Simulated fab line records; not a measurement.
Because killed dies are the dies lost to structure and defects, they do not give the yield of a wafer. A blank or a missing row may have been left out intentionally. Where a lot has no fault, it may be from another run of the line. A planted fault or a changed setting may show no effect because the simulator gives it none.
fab line records | flow n5-finfet | part 2 of 2: steps 21 to 33 of 33
record lots=5 wafers=15 last-day=16
route steps=1938 shown MOL_CONTACT_COAG@615 BEOL_M0_SAQP@632
lots with no fault: from the same line, run without faults
start-h: the number of hours between the record's first day and the start of the first shown wafer of the lot | wait-h: hours elapsed since this lot's preceding step | " as in the row above | L1.1+2: a single row standing in for several wafers | - no value, or no start given | * or withheld: withheld | < > ~ a bound
route shown NAME@n: NAME is a module with steps in the file, n the number in the route of the first one | usual: the fault-free wafers' mean and standard deviation | same: alike in all rows | chamber/n: place in a boat | sites: per-site readings | _std_site: the values' standard deviation | _edge_site: outer sites' mean less inner sites' | radius-mm: how far each site lies from the wafer's centre | mask NAME#n: copy n | behind: the most recent tool/chamber to have shaped the wafer | hold: reason for holding the lot/hours on hold/outcome of the hold | device: transistor that didn't switch, given as n, p or np | end of line: at the end of the route, the tests of the same wafers | a step with no rows: only its recipe | killed: dies lost to structure and defects at the first sort, not the wafer's yield | map: shows each die of a wafer: x if killed, . if not, _ if none is there
set.NAME: the setting that was run; set.NAME@STEP: the one run at that earlier step | model.NAME: the simulator's own value behind a step, which no gauge read
lots at some steps of the route; a table a step, a row a wafer
services: when a tool's chamber went out of use (start-h, in hours from the record's first day, below 0 if earlier), for how many hours, and the reason
## steps
# step N5_BEOL_M0_SAQP_PECVD_96
# recipe material=a-Si target-thk-a=450 temp-c=350 precursor=SiH4/He pressure-torr=3 rf-w=100 time-s=45.2
# usual heater-power-w=642/74 showerhead-plenum-p-Torr=5.67/0.061 throttle-valve-pct=18.1/1.1
# columns lot.wafer tool chamber start-h wait-h heater-power-w showerhead-plenum-p-Torr throttle-valve-pct
L074.1 pecvd-01 0 103.78 0.0 675 5.73 18.3
L074.2 " 1 " " 576 5.66 17.5
L074.6 " 1 " " 576 5.65 17.9
L075.1 pecvd-01 0 122.86 0.0 623 5.75 18.2
L075.4 " 0 " " 635 5.73 18.3
L075.6 " 2 " " 712 5.55 16.4
L076.1 pecvd-01 1 125.94 0.0 584 5.64 17.7
L076.3 " 0 " " 620 5.73 18.1
L076.5 " 0 " " 613 5.73 18.2
L089.3 pecvd-04 2 201.65 0.0 706 5.61 21.2
L089.5 " 1 " " 795 5.70 18.4
L089.6 " 2 " " 712 5.63 20.7
L096.3 pecvd-01 0 239.97 0.0 670 5.74 18.3
L096.4 " 1 " " 592 5.66 17.6
L096.5 " 2 " " 678 5.55 16.7
# step N5_BEOL_M0_SAQP_PECVD_97
# recipe material=SiNx target-thk-a=230 temp-c=350 precursor=SiH4/NH3/N2 pressure-torr=1.5 rf-w=300 time-s=19.9
# usual heater-power-w=570/73 showerhead-plenum-p-Torr=5.14/0.083 throttle-valve-pct=39.7/2.4
# columns lot.wafer tool chamber start-h wait-h heater-power-w showerhead-plenum-p-Torr throttle-valve-pct
L074.1 pecvd-01 0 103.83 0.0 550 5.23 40.0
L074.2 " 1 " " 547 5.12 38.4
L074.6 " 1 " " 544 5.12 38.4
L075.1 pecvd-01 0 122.91 0.0 611 5.23 40.2
L075.4 " 0 " " 607 5.23 40.1
L075.6 " 2 " " 627 4.98 36.3
L076.1 pecvd-01 1 125.99 0.0 502 5.11 38.4
L076.3 " 0 " " 571 5.22 40.1
L076.5 " 0 " " 558 5.24 39.9
L089.3 pecvd-04 2 201.70 0.0 651 5.10 46.2
L089.5 " 1 " " 689 5.19 40.3
L089.6 " 2 " " 669 5.08 46.0
L096.3 pecvd-01 0 240.02 0.0 597 5.23 39.8
L096.4 " 1 " " 519 5.13 38.6
L096.5 " 2 " " 576 4.96 36.8
# step N5_BEOL_M0_SAQP_PECVD_04
# recipe material=a-Si target-thk-a=600 temp-c=350 precursor=SiH4/He pressure-torr=3 rf-w=100 time-s=60.2
# usual heater-power-w=635/68 showerhead-plenum-p-Torr=5.67/0.062 throttle-valve-pct=18.1/1.1
# columns lot.wafer tool chamber start-h wait-h heater-power-w showerhead-plenum-p-Torr throttle-valve-pct
L074.1 pecvd-01 0 103.87 0.0 632 5.74 18.4
L074.2 " 1 " " 591 5.64 17.5
L074.6 " 1 " " 600 5.65 17.5
L075.1 pecvd-01 0 122.95 0.0 644 5.73 18.3
L075.4 " 0 " " 632 5.74 17.9
L075.6 " 2 " " 684 5.54 16.5
L076.1 pecvd-01 1 126.03 0.0 608 5.66 17.7
L076.3 " 0 " " 616 5.74 18.0
L076.5 " 0 " " 632 5.75 18.4
L089.3 pecvd-04 2 201.74 0.0 733 5.63 20.9
L089.5 " 1 " " 735 5.70 18.4
L089.6 " 2 " " 737 5.62 21.2
L096.3 pecvd-01 0 240.06 0.0 587 5.73 18.1
L096.4 " 1 " " 582 5.65 17.7
L096.5 " 2 " " 609 5.54 16.9
# step N5_BEOL_M0_SAQP_THK_MEAS_05
# usual thk-nm=60.1/0.83
# columns lot.wafer tool chamber start-h wait-h thk-nm
L074.1 film-metro-01 - 103.97 0.1 58.9
L074.2 " - " " 58.8
L074.6 " - " " 60.3
L075.1 film-metro-01 - 123.04 0.1 58.6
L075.4 " - " " 59.7
L075.6 " - " " 59.5
L076.1 film-metro-01 - 126.13 0.1 58.5
L076.3 " - " " 58.3
L076.5 " - " " 59.4
L089.3 film-metro-01 - 201.84 0.1 60.0
L089.5 " - " " 61.6
L089.6 " - " " 60.9
L096.3 film-metro-02 - 240.16 0.1 59.4
L096.4 " - " " 60.6
L096.5 " - " " 59.9
# step N5_BEOL_M0_SAQP_HM_DEP_111
# recipe material=SiO2 target-thk-a=120 temp-c=400 precursor=SiH4/N2O pressure-torr=0.75 rf-w=275 time-s=7.2
# usual heater-power-w=818/100 showerhead-plenum-p-Torr=8.14/0.17
# columns lot.wafer tool chamber start-h wait-h heater-power-w showerhead-plenum-p-Torr
L074.1 pecvd-04 2 104.00 0.0 834 8.03
L074.2 " 0 " " 879 8.35
L074.6 " 0 " " 881 8.36
L075.1 pecvd-03 1 123.08 0.0 734 8.15
L075.4 " 1 " " 737 8.15
L075.6 " 2 " " 730 8.09
L076.1 pecvd-03 1 126.16 0.0 787 8.16
L076.3 " 0 " " 658 8.17
L076.5 " 2 " " 708 8.07
L089.3 pecvd-04 1 201.87 0.0 990 8.23
L089.5 " 1 " " 1009 8.24
L089.6 " 2 " " 906 8.02
L096.3 pecvd-01 2 240.19 0.0 799 7.81
L096.4 " 0 " " 749 8.32
L096.5 " 2 " " 809 7.82
# step N5_BEOL_M0_SAQP_COAT_81
# recipe resist=SOC temp-c=250 time-s=60 spin-rpm=1500 resist-thk-nm=100
# columns lot.wafer tool chamber start-h wait-h
L074.1+2+6 litho-track-05 0 104.08 0.1
L075.1+4+6 litho-track-02 0 123.16 0.1
L076.1+3+5 litho-track-05 0 126.24 0.1
L089.3+5+6 litho-track-01 0 201.95 0.1
L096.3+4+5 litho-track-01 0 240.27 0.1
# step N5_BEOL_M0_SAQP_COAT_82
# recipe resist=SiARC temp-c=220 time-s=60 spin-rpm=1500 resist-thk-nm=30
# columns lot.wafer tool chamber start-h wait-h
L074.1+2+6 litho-track-05 0 - -
L075.1+4+6 litho-track-02 0 - -
L076.1+3+5 litho-track-05 0 - -
L089.3+5+6 litho-track-01 0 - -
L096.3+4+5 litho-track-01 0 - -
# step N5_BEOL_M0_SAQP_COAT_08
# recipe resist=CAR-ArF spin-rpm=1500 resist-thk-nm=90
# columns lot.wafer tool chamber start-h wait-h
L074.1+2+6 litho-track-05 0 - -
L075.1+4+6 litho-track-02 0 - -
L076.1+3+5 litho-track-05 0 - -
L089.3+5+6 litho-track-01 0 - -
L096.3+4+5 litho-track-01 0 - -
# step N5_BEOL_M0_SAQP_EBR_10
# recipe solvent=PGMEA ebr-width-mm=1.5
# columns lot.wafer tool chamber start-h wait-h
L074.1+2+6 litho-track-05 0 - -
L075.1+4+6 litho-track-02 0 - -
L076.1+3+5 litho-track-05 0 - -
L089.3+5+6 litho-track-01 0 - -
L096.3+4+5 litho-track-01 0 - -
# step N5_BEOL_M0_SAQP_SOFTBAKE_09
# recipe temp-c=110 time-s=60 resist=CAR-ArF
# columns lot.wafer tool chamber start-h wait-h
L074.1+2+6 litho-track-05 0 - -
L075.1+4+6 litho-track-02 0 - -
L076.1+3+5 litho-track-05 0 - -
L089.3+5+6 litho-track-01 0 - -
L096.3+4+5 litho-track-01 0 - -
# step N5_BEOL_M0_SAQP_EXPOSE_11
# recipe mask-id=M0_CORE na=1.35 source-shape=dipole sigma-inner=0.538 sigma-outer=0.738 polarization=te target-cd-nm=42 dose-mj=55
# columns lot.wafer tool chamber start-h wait-h mask
L074.1+2+6 arfi-scanner-01 0 104.36 - M0_CORE#0
L075.1+4+6 arfi-scanner-03 0 124.65 - M0_CORE#0
L076.1+3+5 arfi-scanner-03 0 126.36 - M0_CORE#0
L089.3+5+6 arfi-scanner-01 0 202.20 - M0_CORE#0
L096.3+4+5 arfi-scanner-02 0 240.40 - M0_CORE#0
# step N5_BEOL_M0_SAQP_PEB_12
# recipe peb-temp-c=withheld peb-time-s=60 resist=CAR-ArF
# columns lot.wafer tool chamber start-h wait-h
L074.1+2+6 litho-track-01 0 104.42 0.1
L075.1+4+6 litho-track-02 0 124.71 0.1
L076.1+3+5 litho-track-02 0 126.42 0.1
L089.3+5+6 litho-track-05 0 202.25 0.0
L096.3+4+5 litho-track-01 0 240.45 0.0
# step N5_BEOL_M0_SAQP_DEVELOP_13
# recipe develop-time-s=30 developer=TMAH resist=CAR-ArF dev-temp-c=23 rinse-liquid=diw dry=air-spin
# columns lot.wafer tool chamber start-h wait-h
L074.1+2+6 litho-track-01 0 - -
L075.1+4+6 litho-track-02 0 - -
L076.1+3+5 litho-track-02 0 - -
L089.3+5+6 litho-track-05 0 - -
L096.3+4+5 litho-track-01 0 - -
## services
# columns tool chamber start-h hours kind
arfi-scanner-01 - 74.39 2.6 repair
cvd-w-01 - 77.43 6.9 pm
cmp-02 - 82.01 6.3 repair
wet-bench-04 - 82.16 1.2 repair
hp-anneal-01 - 84.81 2.6 repair
rie-diel-01 - 88.48 28.1 pm
arfi-scanner-03 - 89.32 0.4 repair
cvd-w-02 0 92.69 17.7 repair
arfi-scanner-03 - 99.10 1.5 pm
cvd-w-02 - 99.67 0.7 repair
rie-diel-04 - 101.30 0.5 repair
cvd-w-02 1 103.91 11.1 repair
rie-diel-05 2 119.71 1.5 repair
plasma-asher-02 - 123.16 4.3 pm
rie-diel-04 1 160.26 9.4 repair
cvd-w-01 1 174.85 19.9 repair
rie-diel-01 - 182.64 29.3 repair
pecvd-03 2 190.05 6.5 repair
pecvd-01 - 195.64 14.6 pm
rie-diel-04 2 210.03 5.3 repair
rie-diel-04 1 217.31 5.0 repair
rie-diel-01 3 221.31 4.5 repair
pecvd-03 0 231.60 8.4 repair
rie-diel-01 2 240.16 6.1 repair
